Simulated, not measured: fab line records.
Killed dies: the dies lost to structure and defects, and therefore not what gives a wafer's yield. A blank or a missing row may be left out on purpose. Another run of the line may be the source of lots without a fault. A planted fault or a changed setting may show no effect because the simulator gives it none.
Matching of chambers / flow n5_finfet / 4 sister chambers for N5_BEOL_M2_VIA_ETCH_34 on rie_diel-06
The step etches the open film in C4F6/O2, target depth 69.4 nm, time 65.9 s. 16 wafers are shown with their chamber, then 8 later ones without.

EACH WAFER AND ITS CHAMBER
wafer=L075.3; chamber=1; drypump_motor_current_A (A)=5.6; rf_vpp_V (V)=634; showerhead_plenum_p_Torr (Torr)=2.93
wafer=L075.4; chamber=0; drypump_motor_current_A (A)=4.8; rf_vpp_V (V)=681; showerhead_plenum_p_Torr (Torr)=2.74
wafer=L075.6; chamber=3; drypump_motor_current_A (A)=5.7; rf_vpp_V (V)=662; showerhead_plenum_p_Torr (Torr)=2.79
wafer=L080.2; chamber=1; drypump_motor_current_A (A)=5.5; rf_vpp_V (V)=636; showerhead_plenum_p_Torr (Torr)=2.93
wafer=L080.3; chamber=0; drypump_motor_current_A (A)=4.9; rf_vpp_V (V)=679; showerhead_plenum_p_Torr (Torr)=2.74
wafer=L080.5; chamber=0; drypump_motor_current_A (A)=4.8; rf_vpp_V (V)=680; showerhead_plenum_p_Torr (Torr)=2.74
wafer=L083.4; chamber=3; drypump_motor_current_A (A)=5.7; rf_vpp_V (V)=661; showerhead_plenum_p_Torr (Torr)=2.78
wafer=L083.5; chamber=2; drypump_motor_current_A (A)=6.4; rf_vpp_V (V)=684; showerhead_plenum_p_Torr (Torr)=3.00
wafer=L083.6; chamber=3; drypump_motor_current_A (A)=5.7; rf_vpp_V (V)=662; showerhead_plenum_p_Torr (Torr)=2.78
wafer=L084.2; chamber=0; drypump_motor_current_A (A)=4.8; rf_vpp_V (V)=680; showerhead_plenum_p_Torr (Torr)=2.74
wafer=L084.3; chamber=1; drypump_motor_current_A (A)=5.5; rf_vpp_V (V)=637; showerhead_plenum_p_Torr (Torr)=2.92
wafer=L084.4; chamber=3; drypump_motor_current_A (A)=5.7; rf_vpp_V (V)=661; showerhead_plenum_p_Torr (Torr)=2.78
wafer=L090.3; chamber=2; drypump_motor_current_A (A)=6.4; rf_vpp_V (V)=683; showerhead_plenum_p_Torr (Torr)=2.99
wafer=L090.4; chamber=0; drypump_motor_current_A (A)=4.8; rf_vpp_V (V)=681; showerhead_plenum_p_Torr (Torr)=2.73
wafer=L090.6; chamber=0; drypump_motor_current_A (A)=4.8; rf_vpp_V (V)=682; showerhead_plenum_p_Torr (Torr)=2.73
wafer=L091.2; chamber=0; drypump_motor_current_A (A)=4.8; rf_vpp_V (V)=679; showerhead_plenum_p_Torr (Torr)=2.73

SIGNATURES (means of the wafers above)
reading=drypump_motor_current_A; chamber 0=4.814; chamber 1=5.533; chamber 2=6.400; chamber 3=5.700; scatter within a chamber=0.0356
reading=rf_vpp_V; chamber 0=680.29; chamber 1=635.67; chamber 2=683.50; chamber 3=661.50; scatter within a chamber=1.06
reading=showerhead_plenum_p_Torr; chamber 0=2.7357; chamber 1=2.9267; chamber 2=2.9950; chamber 3=2.7825; scatter within a chamber=0.0055
Rule: distance of a wafer from a chamber = root of the sum over the readings of ((wafer's reading minus chamber's mean) / reading's scatter) squared. The wafer belongs to the nearest chamber; if the next one is less than 2 further off, it can't be placed. The scatter: the root of (the sum of the squares of (reading less its chamber's mean) over the shown wafers, divided by (wafers less chambers)).

WAFERS WITH NO CHAMBER GIVEN
wafer=L091.4; drypump_motor_current_A (A)=5.5; rf_vpp_V (V)=635; showerhead_plenum_p_Torr (Torr)=2.92
wafer=L091.5; drypump_motor_current_A (A)=4.8; rf_vpp_V (V)=680; showerhead_plenum_p_Torr (Torr)=2.73
wafer=L093.1; drypump_motor_current_A (A)=5.5; rf_vpp_V (V)=637; showerhead_plenum_p_Torr (Torr)=2.92
wafer=L093.2; drypump_motor_current_A (A)=5.7; rf_vpp_V (V)=661; showerhead_plenum_p_Torr (Torr)=2.77
wafer=L093.6; drypump_motor_current_A (A)=6.4; rf_vpp_V (V)=682; showerhead_plenum_p_Torr (Torr)=2.98
wafer=L096.1; drypump_motor_current_A (A)=6.4; rf_vpp_V (V)=682; showerhead_plenum_p_Torr (Torr)=2.98
wafer=L096.2; drypump_motor_current_A (A)=4.8; rf_vpp_V (V)=681; showerhead_plenum_p_Torr (Torr)=2.72
wafer=L096.5; drypump_motor_current_A (A)=5.5; rf_vpp_V (V)=635; showerhead_plenum_p_Torr (Torr)=2.91

WHICH CHAMBER EACH WENT THROUGH
wafer=L091.4; from the rows above=1; in truth=1
wafer=L091.5; from the rows above=0; in truth=0
wafer=L093.1; from the rows above=1; in truth=1
wafer=L093.2; from the rows above=3; in truth=3
wafer=L093.6; from the rows above=2; in truth=2
wafer=L096.1; from the rows above=2; in truth=2
wafer=L096.2; from the rows above=0; in truth=0
wafer=L096.5; from the rows above=1; in truth=1
Correct placement for 8 of the 8. Number that these rows cannot place: 0. Number placed wrongly: 0.
